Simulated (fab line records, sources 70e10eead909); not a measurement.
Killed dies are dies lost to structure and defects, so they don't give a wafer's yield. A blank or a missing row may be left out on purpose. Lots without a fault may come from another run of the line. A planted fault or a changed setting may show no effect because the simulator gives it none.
Which tool did it? | flow nand_harc | 6 lots, 18 wafers sampled, at 5 steps of a route of 1159

WHAT THE GAUGES READ, wafer by wafer
NHARC_END_SORT_01.
lot  | measured     | on        | sort_bin_3_pct (%)
L305 | day 20 12:47 | prober-01 | 0.15 0.30 0.30
L309 | day 21 01:45 | prober-01 | 0.30 0.15 0
L315 | day 22 22:05 | prober-01 | 0 0.15 0.30
L318 | day 24 09:44 | prober-01 | 4.43 4.87 6.35
L326 | day 25 10:38 | prober-02 | 0.44 0.30 0.30

WHICH TOOL RAN EACH LOT (tool, then ch and the chambers of the sampled wafers, then the start)
lot  | NHARC_A_M1_PVD_21            | NHARC_THIN_TSV_ETCH_15           | NHARC_THIN_TSV_PVD_51                   | NHARC_THIN_TSV_DESCUM_35
L305 | pvd_sputter-02, day 19 00:04 | rie_si-04 ch 0,2,3, day 19 18:28 | pvd_sputter-02, day 19 23:44 or earlier | rie_diel-04 ch 0,1, day 19 23:44
L309 | pvd_sputter-03, day 19 17:50 | rie_si-04 ch 0,1,2, day 20 14:09 | pvd_sputter-02, day 20 19:28 or earlier | rie_diel-04 ch 0,3, day 20 19:28
L315 | pvd_sputter-03, day 21 11:37 | rie_si-01 ch 0,1,3, day 22 07:24 | pvd_sputter-01, day 22 12:58 or earlier | rie_diel-13 ch 0,2,3, day 22 12:58
L318 | pvd_sputter-03, day 22 12:38 | rie_si-04 ch 1,3, day 23 10:55   | pvd_sputter-02, day 23 20:28 or earlier | rie_diel-07 ch 0,1,3, day 23 20:28
L325 | pvd_sputter-02, day 23 04:02 | rie_si-06 ch 1,2,3, day 23 23:45 | pvd_sputter-02, day 24 05:02 or earlier | rie_diel-13 ch 1,2,3, day 24 05:02
L326 | pvd_sputter-01, day 23 18:02 | rie_si-04 ch 0,2,3, day 24 10:52 | pvd_sputter-01, day 24 16:00 or earlier | rie_diel-13 ch 0,2,3, day 24 16:00
- NHARC_A_M1_PVD_21: deposits Cu, target thk 30 nm, time 20.49 s.
- NHARC_THIN_TSV_ETCH_15: target depth 3000 nm, bosch target overetch cycles 2, bosch etch step 2.8 s.
- NHARC_THIN_TSV_PVD_51: deposits Cu, target thk 100 nm.
- NHARC_THIN_TSV_DESCUM_35: chemistry O2, time 3 s.

THE ANSWER, worked out from the rows above alone
Rule: what is usual is taken from the lots themselves. Put in order of their means at a reading, lots are off if they are a third of the lots or fewer, leave a main group of 4 or more, and stand apart from it by a gap of 3 or more times the standard deviation of the main group's means; of several such gaps the widest counts. A main group whose means are all the same, to the digits that the tables above print for the reading, isn't used. A lot without any number at a reading at which 4 lots or more have one is off too. The other lots that the step has rows for count as sound.
Off: L318, at NHARC_END_SORT_01 (sort_bin_3_pct). The main group: mean 0.22 %, standard deviation 0.082. Neither off nor sound, because the step has no rows for them: L325.
A tool fits if, at a process step before that reading, it ran every lot that is off, and no sound lot after the first of them. The gauges at NHARC_END_SORT_01 are tried like those tools. NHARC_THIN_TSV_PVD_51 gives no start for some lots, so the hours and the order of its lots are those of NHARC_THIN_TSV_DESCUM_35. Can't be told from this: 4 tools fit, pvd_sputter-03 at NHARC_A_M1_PVD_21, pvd_sputter-02 at NHARC_THIN_TSV_PVD_51, rie_diel-07 at NHARC_THIN_TSV_DESCUM_35, prober-01 at NHARC_END_SORT_01.

WHAT THE SIMULATOR HAD PUT IN
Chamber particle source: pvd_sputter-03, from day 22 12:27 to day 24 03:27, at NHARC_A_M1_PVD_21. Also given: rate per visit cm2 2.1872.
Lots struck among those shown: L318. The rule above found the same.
